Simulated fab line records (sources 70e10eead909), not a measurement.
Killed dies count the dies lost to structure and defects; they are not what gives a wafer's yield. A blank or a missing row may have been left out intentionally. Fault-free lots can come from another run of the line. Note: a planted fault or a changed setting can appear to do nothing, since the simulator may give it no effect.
Struck lot and sound lot, side by side + flow nand harc + 14 out of 1159 route steps
Sound: the wafers L641.1, L641.4, L641.5. The struck wafers were L648.3, L648.5, L648.6. The cause comes at the end.
Each step with rows lists, per side, the tool, then ch with its chambers, then its first start. Under that, the readings that differ: sound wafers + struck wafers + difference of the means + sigmas: that difference in standard deviations of wafers without a fault.
alike: readings with means less than 2 such deviations apart, plus words and numbers identical on both sides. not compared: withheld readings, readings lacking a value on some wafer, bounds such as >300 that could conceal the same value, and numbers that have no deviation in the record and whose values overlap.
A row with sigmas, a row that says differs or no value, or rows on one side alone: a step with any of these is where the two part. Numbers that have no deviation but don't overlap get no sigmas and don't part them. A reading that every wafer of one side lacks parts them only if that side has two wafers or more.

first, 6 steps without rows for these wafers: NHARC_P_STI_COAT_03 (resist thk 600 nm); NHARC_P_STI_SOFTBAKE_04 (time 70 s); NHARC_P_STI_EBR_05; NHARC_P_STI_EXPOSE_06 (exposes mask P STI, target cd 200 nm); NHARC_P_STI_PEB_07 (peb time 80 s); NHARC_P_STI_DEVELOP_08 (time 50 s).
NHARC_P_STI_CD_MEAS_09: the cd target is 200 nm.
  sound on cd sem-02 ch 0, day 4 00:17; struck on cd sem-03 ch 0, day 5 17:01
  alike: cd nm
NHARC_P_STI_OVL_MEAS_10:
  sound: overlay-01 at day 4 00:24; struck: overlay-02 at day 5 17:05
  alike: overlay x nm, overlay y nm
NHARC_P_STI_INSPECT_11:
  sound: defect inspect-02 at day 4 00:26; struck: defect inspect-01 at day 5 17:08
  alike: raw defect count
then, 1 step without rows for these wafers: NHARC_P_STI_HARDBAKE_13 (time 65 s).
NHARC_P_STI_DESCUM_14: chemistry O2, time 3 s.
  sound on rie diel-11 ch 0,1,3, day 4 00:35; struck on rie diel-03 ch 1,2, day 5 17:16
  alike: drypump motor current A, oes product au, rf vpp V, showerhead plenum p Torr, throttle valve pct
  not compared: rf hours counter h
NHARC_P_STI_ETCH_42: etches the open film in N2/H2, target depth 80 nm, overetch 24 nm, time 61 s.
  sound on rie diel-11 ch 1,2,3, day 4 00:39; struck on rie diel-03 ch 0,1,2, day 5 17:22
  alike: bias w, chamber pressure mTorr, drypump motor current A, oes product au, rf vpp V, showerhead plenum p Torr, throttle valve pct
  not compared: rf hours counter h
NHARC_P_STI_ETCH_31: etches the open film in CF4/CHF3, target depth 108.9 nm, time 54.5 s.
  sound on rie diel-11 ch 0,1,2, day 4 00:45; struck on rie diel-03 ch 1,2,3, day 5 17:26
  no value came back on the struck wafers for any of 7 readings (bias w (W), cf4 flow sccm (sccm) and others); on the sound wafers bias w (W) reads 201.0 199.8 200.2
  not compared: rf hours counter h
NHARC_P_STI_ETCH_15: etches the open film in HBr/Cl2, target depth 300 nm, time 100.1 s.
  sound on rie si-06 ch 0,3, day 4 00:50; struck on rie si-05 ch 2,3, day 5 17:33
  alike: bias w, chamber pressure mTorr, drypump motor current A, oes product au, throttle valve pct
  not compared: rf hours counter h

WHERE THEY PART
Only at NHARC_P_STI_ETCH_31, within this record. Later steps at which nothing parts them and some readings are alike: NHARC_P_STI_ETCH_15.

WHY: what the simulator had put in
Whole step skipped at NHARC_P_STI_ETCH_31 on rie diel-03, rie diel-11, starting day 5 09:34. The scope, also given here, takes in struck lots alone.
